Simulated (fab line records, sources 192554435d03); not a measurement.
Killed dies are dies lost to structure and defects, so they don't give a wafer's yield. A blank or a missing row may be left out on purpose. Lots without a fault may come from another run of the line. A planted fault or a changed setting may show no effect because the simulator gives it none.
Problem report in the 8D (eight disciplines) form, filled by code | flow n5_finfet | the parts of the form that need people (team, actions taken, sign-off) are left out

1. THE PROBLEM
M10_ILD_THK at N5_BEOL_M10_THK_MEAS_01 reads a mean of 221 nm on 2 wafers of 1 lot; wafers without a fault read 269 nm with a standard deviation of 4.4. That is -11 standard deviations from the usual mean.
First seen on wafer L120.2, day 17 07:07, on film_metro-02. The record holds 28 wafers of 10 lots with a number at this step. Rule for "out", or "out of limits": more than 4 standard deviations from the usual mean. The other wafers with a number count as sound.

2. WHAT IT IS AND WHAT IT IS NOT
question                    | is                | is not
which readings at this step | M10_ILD_THK       | -
which lots                  | L120              | L100, L101, L102, L104, L105, L106, L107, L108, L121
which wafers of those lots  | L120.2, L120.3    | L120.4
read on which gauges        | film_metro-02     | film_metro-01
when                        | from day 17 07:07 | up to then (23 sound wafers); but 3 sound wafers of L121 came after

3. SUSPECTS, AND WHAT RULES EACH OUT
Counting: a tool at a process step up to the reading stays a suspect if it ran every lot that is out. Sound lots after the first of them don't rule it out here, since some wafers of a struck lot are sound.
- the gauge at N5_BEOL_M10_THK_MEAS_01: ruled out. All the wafers that are out were read on film_metro-02, but those of them that N5_PASSIVATION_PROBE_49 has rows for are out there too, on other tools.
- pvd_sputter-01 at N5_BEOL_M9_DEGAS_44 (time 60 s): kept. It ran the lot that is out, L120 (day 17 03:59); its last sound lot up to then is L108 (day 14 05:54).
- pecvd-01 at N5_BEOL_M9_DEP_56 (deposits SiCN from 3MS/NH3, target thk 15 nm, time 26.5 s): kept. It ran the lot that is out, L120 (day 17 05:37); its last sound lot up to then is L107 (day 13 06:28).
- pecvd-04 at N5_BEOL_M10_ILD_DEP_00 (deposits SiCOH lowk from DEMS/porogen, target thk 308.51 nm, time 58 s): kept. It ran the lot that is out, L120 (day 17 05:45); its last sound lot up to then is L105 (day 14 03:34).
- Within pecvd-04 at N5_BEOL_M10_ILD_DEP_00: the wafers that are out ran in chamber 0; their sound lot-mates ran in chamber 2.
Left after counting: pvd_sputter-01 at N5_BEOL_M9_DEGAS_44, pecvd-01 at N5_BEOL_M9_DEP_56, pecvd-04 at N5_BEOL_M10_ILD_DEP_00.

4. THE CAUSE (what the simulator had put in)
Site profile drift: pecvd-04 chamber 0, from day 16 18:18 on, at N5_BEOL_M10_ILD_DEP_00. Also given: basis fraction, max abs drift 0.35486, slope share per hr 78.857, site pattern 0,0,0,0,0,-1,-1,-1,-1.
Counting left 3 suspects, and this tool is among them.

5. THE CHAIN OF EFFECTS, in route order
Each row: a reading whose mean over the struck wafers that have a number lies more than 3 standard deviations from the usual. Only readings for which the record gives a usual standard deviation are gone through. hours: the time from each lot's start at the first step in this table that gives one to its start at this step, as a median over the lots. sigmas: the change in usual standard deviations.
hours | step                    | reading              | usual  | on struck wafers | change | sigmas
0     | N5_BEOL_M10_THK_MEAS_01 | M10_ILD_THK          | 269 nm | 221              | -48    | -11
91    | N5_PASSIVATION_PROBE_49 | defect_limited_yield | 91.2 % | 65.8             | -25.5  | -17
91    | N5_PASSIVATION_PROBE_49 | killed_at_M4_up      | 14     | 326              | +312   | +60
91    | N5_PASSIVATION_PROBE_49 | killed_dies          | 104    | 404              | +300   | +17
91    | N5_PASSIVATION_PROBE_49 | killed_on_rim        | 14     | 152              | +138   | +34
91    | N5_PASSIVATION_PROBE_49 | sort_n_pass          | 1076   | 776              | -300   | -17
91    | N5_PASSIVATION_PROBE_49 | sort_yield_pct       | 91.2 % | 65.8             | -25.5  | -17
The process steps in it:
- N5_PASSIVATION_PROBE_49

6. WHAT WOULD HAVE CAUGHT IT SOONER
In this record the first reading out of limits at a measuring or inspecting step was taken at day 17 07:07, 13 hours after the fault began at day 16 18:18.
Of the tool readings at N5_BEOL_M10_ILD_DEP_00 for which the record gives a usual standard deviation, none was out on any struck wafer, so an alarm limit of 4 standard deviations on them would not have fired.
All the lots that are out (1) had begun N5_BEOL_M10_ILD_DEP_00 on pecvd-04 by day 17 07:07. A hold on the tool at that time would have spared none of them.
